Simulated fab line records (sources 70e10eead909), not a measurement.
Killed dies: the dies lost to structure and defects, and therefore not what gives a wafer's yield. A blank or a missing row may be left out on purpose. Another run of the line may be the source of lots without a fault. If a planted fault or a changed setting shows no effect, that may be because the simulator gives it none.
A struck lot beside a sound one / flow nand_harc / 14 out of 1302 route steps
Sound: the wafers L463.1, L463.2, L463.6. The struck wafers were L482.2, L482.4, L482.6. At the end, the cause is stated.
Per side, at each step with rows, come the tool, then ch with its chambers, and then its first start. Under that, the readings that differ: sound wafers / struck wafers / difference of the means / sigmas: that difference in standard deviations of wafers without a fault.
alike: same words and numbers on both sides, and readings whose means sit less than 2 such deviations apart. not compared: any withheld reading, any reading some wafer has no value for, any bound like >300 that may hide the same value, and any number with overlapping values for which the record gives no deviation.
Wherever a step has rows on one side only, a row that says differs or no value, or a row with sigmas, the two part there. Numbers that have no deviation but don't overlap get no sigmas and don't part them. A reading missing from all wafers of one side parts the sides only when that side holds two or more wafers.

NHARC_P_GATE_STRIP_95: strips in O2.
  sound on plasma_asher-02 ch 0,1, day 6 13:18; struck on plasma_asher-01 ch 0,1, day 14 19:51
  alike: drypump_motor_current_A, heater_power_w
  not compared: rf_hours_counter_h
then, 3 steps without rows for these wafers: NHARC_P_GATE_STRIP_96 (strips in SPM, time 900 s); NHARC_P_GATE_RTA_64 (time 1 s); NHARC_P_GATE_ETCH_77 (etches SiO2 in dHF, target depth 6 nm).
NHARC_P_GATE_DEGAS_109: time 60 s.
  sound on pvd_sputter-03 at day 6 14:11; struck on pvd_sputter-02 at day 14 20:44
  alike: heater_power_w
then, 3 steps without rows for these wafers: NHARC_P_GATE_PRE_CLEAN_110 (time 30 s); NHARC_P_GATE_SPUTTER_78 (material Ni, target thk 10 nm); NHARC_P_GATE_SPUTTER_79 (material TiN, target thk 10 nm).
NHARC_P_GATE_RTA_80: time 30 s.
  sound on rtp_anneal-02 ch 0, day 6 14:28; struck on rtp_anneal-01 ch 0, day 14 21:04
  alike: lamp_power_pct, wafer_temp_C_max
then, 1 step without rows for these wafers: NHARC_P_GATE_STRIP_67 (strips in SPM, time 600 s).
NHARC_P_GATE_RTA_82: time 30 s.
  sound on rtp_anneal-01 ch 0, day 6 14:56; struck on rtp_anneal-02 ch 0, day 14 21:31
reading=lamp_power_pct (%); sound=3.92 3.92 3.92; struck=3.99 4.00 4.00; difference=+0.08; sigmas=+2
  alike: wafer_temp_C_max
NHARC_P_GATE_INSPECT_68:
  sound on defect_inspect-01 at day 6 15:07; struck on defect_inspect-01 at day 14 21:41
  alike: raw_defect_count
NHARC_P_CONTACT_DEP_30: deposits SiNx, target thk 30 nm.
  sound on pecvd-02 ch 0,1,2, day 6 15:11; struck on pecvd-04 ch 0,1,2, day 14 22:15
  alike: heater_power_w
  not compared: since_wet_clean_h
NHARC_P_CONTACT_DEP_00: deposits SiO2, target thk 500 nm.
  sound on pecvd-02 ch 0,1,2; struck on pecvd-04 ch 0,1,2
  alike: heater_power_w, throttle_valve_pct
  not compared: since_wet_clean_h

## WHERE THEY PART
Only at NHARC_P_GATE_RTA_82, within this record. Later steps at which nothing parts them and some readings are alike: NHARC_P_GATE_INSPECT_68, NHARC_P_CONTACT_DEP_30, NHARC_P_CONTACT_DEP_00.

WHY: the cause the simulator had injected
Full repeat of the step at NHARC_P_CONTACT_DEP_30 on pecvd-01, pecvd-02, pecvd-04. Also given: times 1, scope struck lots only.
